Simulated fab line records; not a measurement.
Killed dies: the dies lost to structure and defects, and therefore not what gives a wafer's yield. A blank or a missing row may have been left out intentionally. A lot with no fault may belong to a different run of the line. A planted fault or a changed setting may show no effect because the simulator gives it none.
Matching of chambers :: flow n5 finfet :: N5_FIN_SAQP_DESCUM_21 on rie diel-04: 4 sister chambers
The step chemistry O2, time 7.9 s. 14 wafers are shown with their chamber, then 7 later ones without.

WAFERS WITH THEIR CHAMBER
wafer: L077.1
chamber: 2
showerhead plenum p Torr (Torr): 2.14
throttle valve pct (%): 20.52
drypump motor current A (A): 5.8

wafer: L077.5
chamber: 0
showerhead plenum p Torr (Torr): 2.12
throttle valve pct (%): 20.05
drypump motor current A (A): 4.7

wafer: L077.6
chamber: 1
showerhead plenum p Torr (Torr): 2.18
throttle valve pct (%): 20.07
drypump motor current A (A): 5.9

wafer: L082.1
chamber: 2
showerhead plenum p Torr (Torr): 2.14
throttle valve pct (%): 20.51
drypump motor current A (A): 5.8

wafer: L082.2
chamber: 0
showerhead plenum p Torr (Torr): 2.12
throttle valve pct (%): 20.08
drypump motor current A (A): 4.8

wafer: L082.5
chamber: 3
showerhead plenum p Torr (Torr): 2.01
throttle valve pct (%): 20.51
drypump motor current A (A): 5.8

wafer: L084.2
chamber: 0
showerhead plenum p Torr (Torr): 2.12
throttle valve pct (%): 20.09
drypump motor current A (A): 4.8

wafer: L084.4
chamber: 1
showerhead plenum p Torr (Torr): 2.17
throttle valve pct (%): 20.09
drypump motor current A (A): 5.9

wafer: L084.6
chamber: 0
showerhead plenum p Torr (Torr): 2.12
throttle valve pct (%): 20.10
drypump motor current A (A): 4.8

wafer: L085.3
chamber: 2
showerhead plenum p Torr (Torr): 2.13
throttle valve pct (%): 20.53
drypump motor current A (A): 5.8

wafer: L085.4
chamber: 0
showerhead plenum p Torr (Torr): 2.12
throttle valve pct (%): 20.09
drypump motor current A (A): 4.8

wafer: L085.5
chamber: 3
showerhead plenum p Torr (Torr): 2.01
throttle valve pct (%): 20.52
drypump motor current A (A): 5.7

wafer: L086.3
chamber: 1
showerhead plenum p Torr (Torr): 2.17
throttle valve pct (%): 20.09
drypump motor current A (A): 5.9

wafer: L086.4
chamber: 0
showerhead plenum p Torr (Torr): 2.12
throttle valve pct (%): 20.10
drypump motor current A (A): 4.7

SIGNATURES, as means of the wafers listed above
reading: showerhead plenum p Torr
chamber 0: 2.1200
chamber 1: 2.1733
chamber 2: 2.1367
chamber 3: 2.0100
scatter within a chamber: 0.00365

reading: throttle valve pct
chamber 0: 20.0850
chamber 1: 20.0833
chamber 2: 20.5200
chamber 3: 20.5150
scatter within a chamber: 0.0151

reading: drypump motor current A
chamber 0: 4.767
chamber 1: 5.900
chamber 2: 5.800
chamber 3: 5.750
scatter within a chamber: 0.0428
Rule: for a wafer and a chamber, the distance is found by dividing, reading by reading, the gap between the wafer's reading and the chamber's mean by the reading's scatter, squaring, summing and taking the root. The wafer belongs to the nearest chamber; if the next one is less than 2 further off, it can't be placed. The scatter is the square root of a quotient: the sum, over the shown wafers, of each reading's squared deviation from its chamber's mean, divided by wafers minus chambers.

WAFERS WITHOUT THEIR CHAMBER
wafer: L086.6
showerhead plenum p Torr (Torr): 2.17
throttle valve pct (%): 20.09
drypump motor current A (A): 5.9

wafer: L091.2
showerhead plenum p Torr (Torr): 2.11
throttle valve pct (%): 20.12
drypump motor current A (A): 4.8

wafer: L091.4
showerhead plenum p Torr (Torr): 2.17
throttle valve pct (%): 20.12
drypump motor current A (A): 5.9

wafer: L091.6
showerhead plenum p Torr (Torr): 2.17
throttle valve pct (%): 20.12
drypump motor current A (A): 5.9

wafer: L095.2
showerhead plenum p Torr (Torr): 2.16
throttle valve pct (%): 20.12
drypump motor current A (A): 6.0

wafer: L095.3
showerhead plenum p Torr (Torr): 2.00
throttle valve pct (%): 20.57
drypump motor current A (A): 5.7

wafer: L095.4
showerhead plenum p Torr (Torr): 2.11
throttle valve pct (%): 20.14
drypump motor current A (A): 4.7

EACH ONE'S CHAMBER
wafer: L086.6
from the rows above: 1
in truth: 1

wafer: L091.2
from the rows above: 0
in truth: 0

wafer: L091.4
from the rows above: 1
in truth: 1

wafer: L091.6
from the rows above: 1
in truth: 1

wafer: L095.2
from the rows above: 1
in truth: 1

wafer: L095.3
from the rows above: 3
in truth: 3

wafer: L095.4
from the rows above: 0
in truth: 0
7 of 7 placed correctly. Number that these rows cannot place: 0. Wrongly placed: 0.
